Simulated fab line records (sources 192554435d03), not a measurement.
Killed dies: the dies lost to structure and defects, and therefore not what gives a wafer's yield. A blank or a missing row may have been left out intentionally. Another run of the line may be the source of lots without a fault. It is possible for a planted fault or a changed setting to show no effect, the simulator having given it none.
Which tool is to blame? / flow n5_finfet / Sampling: 24 lots, 72 wafers, 6 of 1938 route steps

== WHAT THE GAUGES SHOWED, per wafer ==
N5_BEOL_M1_CD_MEAS_11: the cd target is 17.05 nm. Usual: cd_nm 17.04 nm, standard deviation 0.25.
lot=L074; measured=day 6 05:43; on=cd_sem-01; cd_nm (nm)=16.99 16.99 16.85; flag=
lot=L077; measured=day 6 21:21; on=cd_sem-01; cd_nm (nm)=17.24 17.19 17.13; flag=
lot=L075; measured=day 6 22:10; on=cd_sem-03; cd_nm (nm)=16.87 17.18 16.98; flag=
lot=L076; measured=day 6 23:37; on=cd_sem-01; cd_nm (nm)=17.15 16.88 16.39; flag=
lot=L078; measured=day 7 02:28; on=cd_sem-01; cd_nm (nm)=17.34 17.31 16.99; flag=
lot=L079; measured=day 7 04:44; on=cd_sem-03; cd_nm (nm)=16.86 16.98 16.52; flag=
lot=L080; measured=day 7 13:43; on=cd_sem-01; cd_nm (nm)=16.97 16.52 17.14; flag=
lot=L081; measured=day 7 21:10; on=cd_sem-01; cd_nm (nm)=17.03 17.11 16.87; flag=
lot=L082; measured=day 8 01:55; on=cd_sem-02; cd_nm (nm)=17.35 17.33 16.73; flag=
lot=L083; measured=day 8 13:32; on=cd_sem-02; cd_nm (nm)=16.62 17.52 17.24; flag=
lot=L085; measured=day 9 04:44; on=cd_sem-02; cd_nm (nm)=17.13 16.49 17.20; flag=
lot=L086; measured=day 9 08:01; on=cd_sem-03; cd_nm (nm)=17.03 16.43 16.76; flag=
lot=L084; measured=day 9 10:30; on=cd_sem-02; cd_nm (nm)=16.87 17.08 17.13; flag=
lot=L087; measured=day 9 15:19; on=cd_sem-02; cd_nm (nm)=16.94 17.34 17.11; flag=
lot=L088; measured=day 9 15:33; on=cd_sem-03; cd_nm (nm)=16.61 16.97 17.11; flag=
lot=L090; measured=day 10 03:14; on=cd_sem-03; cd_nm (nm)=17.29 17.54 17.30; flag=
lot=L089; measured=day 10 05:36; on=cd_sem-03; cd_nm (nm)=16.87 16.83 17.14; flag=
lot=L091; measured=day 10 12:56; on=cd_sem-01; cd_nm (nm)=17.44 16.83 16.73; flag=
lot=L092; measured=day 10 22:05; on=cd_sem-01; cd_nm (nm)=17.01 17.13 17.49; flag=
lot=L093; measured=day 10 22:16; on=cd_sem-01; cd_nm (nm)=17.00 16.99 17.18; flag=
lot=L094; measured=day 11 05:14; on=cd_sem-02; cd_nm (nm)=16.79 17.02 16.76; flag=
lot=L095; measured=day 11 06:27; on=cd_sem-01; cd_nm (nm)=16.77 17.83 17.09; flag=
lot=L096; measured=day 11 12:16; on=cd_sem-03; cd_nm (nm)=16.86 16.79 17.11; flag=
lot=L097; measured=day 12 02:41; on=cd_sem-03; cd_nm (nm)=16.80 17.24 17.50; flag=

N5_BEOL_M1_CD_MEAS_28: target cd y 23.3 nm. Usual: cd_nm 23.89 nm, standard deviation 0.25.
lot=L074; measured=day 6 06:43; on=cd_sem-02; cd_nm (nm)=24.17 24.10 24.03; flag=
lot=L077; measured=day 6 22:14; on=cd_sem-02; cd_nm (nm)=23.30 23.73 23.85; flag=
lot=L075; measured=day 6 23:13; on=cd_sem-03; cd_nm (nm)=24.03 24.45 23.98; flag=
lot=L076; measured=day 7 00:29; on=cd_sem-01; cd_nm (nm)=23.99 24.00 24.03; flag=
lot=L078; measured=day 7 03:29; on=cd_sem-01; cd_nm (nm)=23.91 23.74 23.53; flag=
lot=L079; measured=day 7 05:36; on=cd_sem-01; cd_nm (nm)=23.93 23.52 23.81; flag=
lot=L080; measured=day 7 14:51; on=cd_sem-02; cd_nm (nm)=23.58 23.74 24.41; flag=
lot=L081; measured=day 7 22:02; on=cd_sem-03; cd_nm (nm)=23.63 23.81 23.70; flag=
lot=L082; measured=day 8 02:55; on=cd_sem-02; cd_nm (nm)=23.85 23.78 24.19; flag=
lot=L083; measured=day 8 14:25; on=cd_sem-01; cd_nm (nm)=23.50 23.59 23.83; flag=
lot=L085; measured=day 9 05:45; on=cd_sem-01; cd_nm (nm)=23.22 23.59 23.51; flag=
lot=L086; measured=day 9 09:00; on=cd_sem-03; cd_nm (nm)=23.92 23.62 23.89; flag=
lot=L084; measured=day 9 11:27; on=cd_sem-03; cd_nm (nm)=24.01 23.91 24.25; flag=
lot=L087; measured=day 9 16:28; on=cd_sem-03; cd_nm (nm)=23.69 24.20 24.04; flag=
lot=L088; measured=day 9 16:32; on=cd_sem-02; cd_nm (nm)=23.94 23.76 23.99; flag=
lot=L090; measured=day 10 04:13; on=cd_sem-01; cd_nm (nm)=23.73 23.87 23.97; flag=
lot=L089; measured=day 10 06:41; on=cd_sem-02; cd_nm (nm)=23.76 24.15 23.89; flag=
lot=L091; measured=day 10 13:55; on=cd_sem-01; cd_nm (nm)=23.86 23.89 23.89; flag=
lot=L092; measured=day 10 23:05; on=cd_sem-03; cd_nm (nm)=23.52 23.58 24.02; flag=
lot=L093; measured=day 10 23:21; on=cd_sem-03; cd_nm (nm)=24.01 24.21 24.08; flag=
lot=L094; measured=day 11 06:17; on=cd_sem-03; cd_nm (nm)=24.47 24.22 24.60; flag=
lot=L095; measured=day 11 07:27; on=cd_sem-03; cd_nm (nm)=23.80 23.84 24.09; flag=
lot=L096; measured=day 11 13:08; on=cd_sem-03; cd_nm (nm)=24.12 23.78 24.22; flag=
lot=L097; measured=day 12 03:38; on=cd_sem-01; cd_nm (nm)=24.04 23.92 23.97; flag=

N5_BEOL_M1_OVL_MEAS_29. Usual: V0_OVL -0.8 nm, standard deviation 0.6.
lot=L074; measured=day 6 06:44; on=overlay-01; V0_OVL (nm)=-2.1 -2.1 -1.9; flag=
lot=L077; measured=day 6 22:17; on=overlay-01; V0_OVL (nm)=-0.1 0.1 0.0; flag=
lot=L075; measured=day 6 23:15; on=overlay-01; V0_OVL (nm)=-1.0 -1.6 -1.0; flag=
lot=L076; measured=day 7 00:32; on=overlay-01; V0_OVL (nm)=-1.2 -0.3 -0.7; flag=
lot=L078; measured=day 7 03:31; on=overlay-01; V0_OVL (nm)=-0.6 0.0 -0.9; flag=
lot=L079; measured=day 7 05:38; on=overlay-02; V0_OVL (nm)=-1.0 -0.4 -0.1; flag=
lot=L080; measured=day 7 14:53; on=overlay-02; V0_OVL (nm)=-1.7 -1.6 -0.7; flag=
lot=L081; measured=day 7 22:04; on=overlay-01; V0_OVL (nm)=-0.6 -0.8 -0.8; flag=
lot=L082; measured=day 8 02:57; on=overlay-02; V0_OVL (nm)=-1.6 -1.1 -1.5; flag=
lot=L083; measured=day 8 14:26; on=overlay-01; V0_OVL (nm)=-1.5 -1.3 -0.7; flag=
lot=L085; measured=day 9 05:47; on=overlay-01; V0_OVL (nm)=-0.4 -0.7 -0.3; flag=
lot=L086; measured=day 9 09:02; on=overlay-01; V0_OVL (nm)=-0.4 -0.2 -0.6; flag=
lot=L084; measured=day 9 11:29; on=overlay-02; V0_OVL (nm)=-0.3 -0.8 -0.6; flag=
lot=L087; measured=day 9 16:31; on=overlay-02; V0_OVL (nm)=-0.8 -0.8 -1.4; flag=
lot=L088; measured=day 9 16:34; on=overlay-01; V0_OVL (nm)=-0.6 -0.8 0.2; flag=
lot=L090; measured=day 10 04:16; on=overlay-01; V0_OVL (nm)=-0.9 -1.5 -1.1; flag=
lot=L089; measured=day 10 06:44; on=overlay-01; V0_OVL (nm)=-1.8 -0.6 0.0; flag=
lot=L091; measured=day 10 13:57; on=overlay-01; V0_OVL (nm)=-1.3 -0.9 -1.1; flag=
lot=L092; measured=day 10 23:07; on=overlay-02; V0_OVL (nm)=-0.6 0.8 -0.6; flag=
lot=L093; measured=day 10 23:23; on=overlay-02; V0_OVL (nm)=-1.1 -0.2 -1.1; flag=
lot=L094; measured=day 11 06:20; on=overlay-01; V0_OVL (nm)=0.6 -0.6 -0.7; flag=
lot=L095; measured=day 11 07:29; on=overlay-02; V0_OVL (nm)=-0.1 -0.5 -0.8; flag=
lot=L096; measured=day 11 13:10; on=overlay-02; V0_OVL (nm)=0.3 -0.4 -0.8; flag=
lot=L097; measured=day 12 03:41; on=overlay-02; V0_OVL (nm)=-1.3 -0.4 -0.6; flag=

N5_BEOL_M1_THK_MEAS_53: measures by xrf. Usual: M1_THK 39.8 nm, standard deviation 1.7.
lot=L074; measured=day 6 19:11; on=film_metro-01; M1_THK (nm)=39.7 39.4 37.8; flag=
lot=L077; measured=day 7 04:16; on=film_metro-02; M1_THK (nm)=38.0 37.3 38.3; flag=
lot=L075; measured=day 7 07:02; on=film_metro-02; M1_THK (nm)=41.2 40.6 40.8; flag=
lot=L076; measured=day 7 06:59; on=film_metro-01; M1_THK (nm)=36.2 38.4 37.9; flag=
lot=L078; measured=day 7 10:02; on=film_metro-01; M1_THK (nm)=39.4 39.5 42.2; flag=
lot=L079; measured=day 7 20:55; on=film_metro-01; M1_THK (nm)=39.0 40.0 39.9; flag=
lot=L080; measured=day 7 20:41; on=film_metro-01; M1_THK (nm)=40.0 41.9 39.0; flag=
lot=L081; measured=day 8 03:58; on=film_metro-01; M1_THK (nm)=37.2 37.0 38.7; flag=
lot=L082; measured=day 8 10:33; on=film_metro-02; M1_THK (nm)=36.9 38.8 41.7; flag=
lot=L083; measured=day 8 23:03; on=film_metro-02; M1_THK (nm)=36.3 37.9 41.8; flag=
lot=L085; measured=day 9 13:00; on=film_metro-01; M1_THK (nm)=39.6 42.1 42.3; flag=
lot=L086; measured=day 9 21:46; on=film_metro-01; M1_THK (nm)=38.7 38.1 39.6; flag=
lot=L084; measured=day 10 00:56; on=film_metro-01; M1_THK (nm)=41.4 41.6 43.1; flag=
lot=L087; measured=day 10 01:13; on=film_metro-02; M1_THK (nm)=40.6 39.1 42.8; flag=
lot=L088; measured=day 10 02:50; on=film_metro-01; M1_THK (nm)=40.5 41.5 40.2; flag=
lot=L090; measured=day 10 08:38; on=film_metro-02; M1_THK (nm)=40.2 39.6 39.2; flag=
lot=L089; measured=day 10 11:10; on=film_metro-01; M1_THK (nm)=40.5 43.2 43.4; flag=
lot=L091; measured=day 10 18:11; on=film_metro-02; M1_THK (nm)=37.9 39.1 39.1; flag=
lot=L092; measured=day 11 04:38; on=film_metro-01; M1_THK (nm)=39.4 40.7 41.4; flag=
lot=L093; measured=day 11 05:00; on=film_metro-01; M1_THK (nm)=39.1 40.2 39.2; flag=
lot=L094; measured=day 11 12:05; on=film_metro-02; M1_THK (nm)=42.1 41.3 41.6; flag=
lot=L095; measured=day 11 16:37; on=film_metro-01; M1_THK (nm)=39.3 42.8 42.4; flag=
lot=L096; measured=day 11 18:26; on=film_metro-01; M1_THK (nm)=42.2 42.3 41.0; flag=
lot=L097; measured=day 12 10:45; on=film_metro-02; M1_THK (nm)=39.3 39.4 39.2; flag=

== WHAT TOOL EACH LOT RAN ON (gives the tool, then ch and the chambers of the sampled wafers, and finally the start) ==
lot=L074; N5_BEOL_M1_HM_OPEN_17=rie_metal-02 ch 0,1, day 6 06:05; N5_BEOL_M1_ANNEAL_80=pvd_sputter-01, day 6 16:56
lot=L077; N5_BEOL_M1_HM_OPEN_17=rie_metal-03 ch 0,1, day 6 21:45; N5_BEOL_M1_ANNEAL_80=pvd_sputter-02, day 7 01:45
lot=L075; N5_BEOL_M1_HM_OPEN_17=rie_metal-02 ch 0,1, day 6 22:37; N5_BEOL_M1_ANNEAL_80=pvd_sputter-01, day 7 04:31
lot=L076; N5_BEOL_M1_HM_OPEN_17=rie_metal-02 ch 0,1, day 7 00:01; N5_BEOL_M1_ANNEAL_80=pvd_sputter-02, day 7 04:44
lot=L078; N5_BEOL_M1_HM_OPEN_17=rie_metal-03 ch 0,1, day 7 02:50; N5_BEOL_M1_ANNEAL_80=pvd_sputter-02, day 7 07:47
lot=L079; N5_BEOL_M1_HM_OPEN_17=rie_metal-03 ch 0,1, day 7 05:08; N5_BEOL_M1_ANNEAL_80=pvd_sputter-03, day 7 18:37
lot=L080; N5_BEOL_M1_HM_OPEN_17=rie_metal-03 ch 0,1, day 7 14:14; N5_BEOL_M1_ANNEAL_80=pvd_sputter-02, day 7 18:26
lot=L081; N5_BEOL_M1_HM_OPEN_17=rie_metal-03 ch 0,1, day 7 21:32; N5_BEOL_M1_ANNEAL_80=pvd_sputter-03, day 8 01:43
lot=L082; N5_BEOL_M1_HM_OPEN_17=rie_metal-02 ch 0,1, day 8 02:17; N5_BEOL_M1_ANNEAL_80=pvd_sputter-03, day 8 08:09
lot=L083; N5_BEOL_M1_HM_OPEN_17=rie_metal-02 ch 0,1, day 8 13:55; N5_BEOL_M1_ANNEAL_80=pvd_sputter-02, day 8 20:47
lot=L085; N5_BEOL_M1_HM_OPEN_17=rie_metal-02 ch 0,1, day 9 05:06; N5_BEOL_M1_ANNEAL_80=pvd_sputter-01, day 9 10:16
lot=L086; N5_BEOL_M1_HM_OPEN_17=rie_metal-03 ch 0,1, day 9 08:23; N5_BEOL_M1_ANNEAL_80=pvd_sputter-01, day 9 19:31
lot=L084; N5_BEOL_M1_HM_OPEN_17=rie_metal-01 ch 0,1, day 9 10:56; N5_BEOL_M1_ANNEAL_80=pvd_sputter-02, day 9 22:41
lot=L087; N5_BEOL_M1_HM_OPEN_17=rie_metal-01 ch 0,1, day 9 15:59; N5_BEOL_M1_ANNEAL_80=pvd_sputter-03, day 9 22:46
lot=L088; N5_BEOL_M1_HM_OPEN_17=rie_metal-02 ch 0,1, day 9 16:00; N5_BEOL_M1_ANNEAL_80=pvd_sputter-01, day 10 00:35
lot=L090; N5_BEOL_M1_HM_OPEN_17=rie_metal-01 ch 0,1, day 10 03:35; N5_BEOL_M1_ANNEAL_80=pvd_sputter-01, day 10 06:23
lot=L089; N5_BEOL_M1_HM_OPEN_17=rie_metal-03 ch 0,1, day 10 06:00; N5_BEOL_M1_ANNEAL_80=pvd_sputter-03, day 10 08:55
lot=L091; N5_BEOL_M1_HM_OPEN_17=rie_metal-01 ch 0,1, day 10 13:18; N5_BEOL_M1_ANNEAL_80=pvd_sputter-03, day 10 15:57
lot=L092; N5_BEOL_M1_HM_OPEN_17=rie_metal-02 ch 0,1, day 10 22:28; N5_BEOL_M1_ANNEAL_80=pvd_sputter-03, day 11 02:23
lot=L093; N5_BEOL_M1_HM_OPEN_17=rie_metal-03 ch 0,1, day 10 22:43; N5_BEOL_M1_ANNEAL_80=pvd_sputter-02, day 11 02:30
lot=L094; N5_BEOL_M1_HM_OPEN_17=rie_metal-01 ch 0,1, day 11 05:38; N5_BEOL_M1_ANNEAL_80=pvd_sputter-03, day 11 09:50
lot=L095; N5_BEOL_M1_HM_OPEN_17=rie_metal-01 ch 0,1, day 11 06:49; N5_BEOL_M1_ANNEAL_80=pvd_sputter-01, day 11 14:22
lot=L096; N5_BEOL_M1_HM_OPEN_17=rie_metal-02 ch 0,1, day 11 12:38; N5_BEOL_M1_ANNEAL_80=pvd_sputter-02, day 11 16:11
lot=L097; N5_BEOL_M1_HM_OPEN_17=rie_metal-03 ch 0, day 12 03:08; N5_BEOL_M1_ANNEAL_80=pvd_sputter-01, day 12 08:29
- N5_BEOL_M1_HM_OPEN_17: chemistry Cl2/BCl3, target TiN, target depth 20 nm, overetch 6 nm.
- N5_BEOL_M1_ANNEAL_80: time 240 s.

== WHAT THE TOOLS THEMSELVES READ (means of the sampled wafers that have a number; where no wafer has one, the mark that the record gives instead) ==
N5_BEOL_M1_HM_OPEN_17. Usual: chamber_pressure_mTorr 10.001 mTorr, standard deviation 0.0092; drypump_motor_current_A 5.8 A, standard deviation 0.4; oes_product_au 0.63 a.u., standard deviation 0.096; throttle_valve_pct 22.35 %, standard deviation 0.2.
lot=L074; tool=rie_metal-02; chamber_pressure_mTorr (mTorr)=9.998; drypump_motor_current_A (A)=5.9; oes_product_au (a.u.)=0.74; throttle_valve_pct (%)=22.15; flag=
lot=L077; tool=rie_metal-03; chamber_pressure_mTorr (mTorr)=9.994; drypump_motor_current_A (A)=6.0; oes_product_au (a.u.)=0.64; throttle_valve_pct (%)=22.40; flag=
lot=L075; tool=rie_metal-02; chamber_pressure_mTorr (mTorr)=10.004; drypump_motor_current_A (A)=5.9; oes_product_au (a.u.)=0.74; throttle_valve_pct (%)=22.16; flag=
lot=L076; tool=rie_metal-02; chamber_pressure_mTorr (mTorr)=10.003; drypump_motor_current_A (A)=5.9; oes_product_au (a.u.)=0.74; throttle_valve_pct (%)=22.15; flag=
lot=L078; tool=rie_metal-03; chamber_pressure_mTorr (mTorr)=10.007; drypump_motor_current_A (A)=6.0; oes_product_au (a.u.)=0.59; throttle_valve_pct (%)=22.27; flag=
lot=L079; tool=rie_metal-03; chamber_pressure_mTorr (mTorr)=10.012; drypump_motor_current_A (A)=6.0; oes_product_au (a.u.)=0.65; throttle_valve_pct (%)=22.38; flag=
lot=L080; tool=rie_metal-03; chamber_pressure_mTorr (mTorr)=10.003; drypump_motor_current_A (A)=6.0; oes_product_au (a.u.)=0.65; throttle_valve_pct (%)=22.39; flag=
lot=L081; tool=rie_metal-03; chamber_pressure_mTorr (mTorr)=10.006; drypump_motor_current_A (A)=6.0; oes_product_au (a.u.)=0.59; throttle_valve_pct (%)=22.27; flag=
lot=L082; tool=rie_metal-02; chamber_pressure_mTorr (mTorr)=10.006; drypump_motor_current_A (A)=5.9; oes_product_au (a.u.)=0.73; throttle_valve_pct (%)=22.16; flag=
lot=L083; tool=rie_metal-02; chamber_pressure_mTorr (mTorr)=10.010; drypump_motor_current_A (A)=5.9; oes_product_au (a.u.)=0.73; throttle_valve_pct (%)=22.16; flag=
lot=L085; tool=rie_metal-02; chamber_pressure_mTorr (mTorr)=10.006; drypump_motor_current_A (A)=5.9; oes_product_au (a.u.)=0.71; throttle_valve_pct (%)=22.17; flag=
lot=L086; tool=rie_metal-03; chamber_pressure_mTorr (mTorr)=10.003; drypump_motor_current_A (A)=6.0; oes_product_au (a.u.)=0.59; throttle_valve_pct (%)=22.28; flag=
lot=L084; tool=rie_metal-01; chamber_pressure_mTorr (mTorr)=10.007; drypump_motor_current_A (A)=5.3; oes_product_au (a.u.)=0.56; throttle_valve_pct (%)=22.49; flag=
lot=L087; tool=rie_metal-01; chamber_pressure_mTorr (mTorr)=10.001; drypump_motor_current_A (A)=5.6; oes_product_au (a.u.)=0.57; throttle_valve_pct (%)=22.46; flag=
lot=L088; tool=rie_metal-02; chamber_pressure_mTorr (mTorr)=9.997; drypump_motor_current_A (A)=5.9; oes_product_au (a.u.)=0.71; throttle_valve_pct (%)=22.17; flag=
lot=L090; tool=rie_metal-01; chamber_pressure_mTorr (mTorr)=9.999; drypump_motor_current_A (A)=5.3; oes_product_au (a.u.)=0.55; throttle_valve_pct (%)=22.48; flag=
lot=L089; tool=rie_metal-03; chamber_pressure_mTorr (mTorr)=9.998; drypump_motor_current_A (A)=6.0; oes_product_au (a.u.)=0.58; throttle_valve_pct (%)=22.30; flag=
lot=L091; tool=rie_metal-01; chamber_pressure_mTorr (mTorr)=9.999; drypump_motor_current_A (A)=5.3; oes_product_au (a.u.)=0.55; throttle_valve_pct (%)=22.50; flag=
lot=L092; tool=rie_metal-02; chamber_pressure_mTorr (mTorr)=10.000; drypump_motor_current_A (A)=5.9; oes_product_au (a.u.)=0.70; throttle_valve_pct (%)=22.19; flag=
lot=L093; tool=rie_metal-03; chamber_pressure_mTorr (mTorr)=10.005; drypump_motor_current_A (A)=6.0; oes_product_au (a.u.)=0.58; throttle_valve_pct (%)=22.30; flag=
lot=L094; tool=rie_metal-01; chamber_pressure_mTorr (mTorr)=10.004; drypump_motor_current_A (A)=5.6; oes_product_au (a.u.)=0.57; throttle_valve_pct (%)=22.46; flag=
lot=L095; tool=rie_metal-01; chamber_pressure_mTorr (mTorr)=9.993; drypump_motor_current_A (A)=5.3; oes_product_au (a.u.)=0.54; throttle_valve_pct (%)=22.51; flag=
lot=L096; tool=rie_metal-02; chamber_pressure_mTorr (mTorr)=10.002; drypump_motor_current_A (A)=5.7; oes_product_au (a.u.)=0.64; throttle_valve_pct (%)=22.33; flag=
lot=L097; tool=rie_metal-03; chamber_pressure_mTorr (mTorr)=9.999; drypump_motor_current_A (A)=6.1; oes_product_au (a.u.)=0.69; throttle_valve_pct (%)=22.53; flag=

N5_BEOL_M1_ANNEAL_80. Usual: heater_power_w 873 W, standard deviation 150.
lot=L074; tool=pvd_sputter-01; heater_power_w (W)=796; flag=
lot=L077; tool=pvd_sputter-02; heater_power_w (W)=1002; flag=
lot=L075; tool=pvd_sputter-01; heater_power_w (W)=759; flag=
lot=L076; tool=pvd_sputter-02; heater_power_w (W)=882; flag=
lot=L078; tool=pvd_sputter-02; heater_power_w (W)=1015; flag=
lot=L079; tool=pvd_sputter-03; heater_power_w (W)=735; flag=
lot=L080; tool=pvd_sputter-02; heater_power_w (W)=921; flag=
lot=L081; tool=pvd_sputter-03; heater_power_w (W)=917; flag=
lot=L082; tool=pvd_sputter-03; heater_power_w (W)=936; flag=
lot=L083; tool=pvd_sputter-02; heater_power_w (W)=895; flag=
lot=L085; tool=pvd_sputter-01; heater_power_w (W)=826; flag=
lot=L086; tool=pvd_sputter-01; heater_power_w (W)=792; flag=
lot=L084; tool=pvd_sputter-02; heater_power_w (W)=899; flag=
lot=L087; tool=pvd_sputter-03; heater_power_w (W)=940; flag=
lot=L088; tool=pvd_sputter-01; heater_power_w (W)=821; flag=
lot=L090; tool=pvd_sputter-01; heater_power_w (W)=821; flag=
lot=L089; tool=pvd_sputter-03; heater_power_w (W)=917; flag=
lot=L091; tool=pvd_sputter-03; heater_power_w (W)=898; flag=
lot=L092; tool=pvd_sputter-03; heater_power_w (W)=927; flag=
lot=L093; tool=pvd_sputter-02; heater_power_w (W)=991; flag=
lot=L094; tool=pvd_sputter-03; heater_power_w (W)=923; flag=
lot=L095; tool=pvd_sputter-01; heater_power_w (W)=786; flag=
lot=L096; tool=pvd_sputter-02; heater_power_w (W)=988; flag=
lot=L097; tool=pvd_sputter-01; heater_power_w (W)=831; flag=

== THE ANSWER, worked out from the rows above alone ==
Rule: a lot counts as off when the mean over its wafers that have a number is more than 3 standard deviations away from the usual mean. Also off: a lot with no number at a reading for which 4 or more lots have one. All remaining lots with rows at the step are treated as sound. First the gauges in route order, then the tools' own readings, where a lot's mean is used as printed above. The first step at which some lot is off is used, and at that step the reading that is off furthest; a lot without a number counts as furthest.
Across all readings shown, no lot is off: no conclusion can be drawn from this.

== WHAT THE SIMULATOR HAD PUT IN ==
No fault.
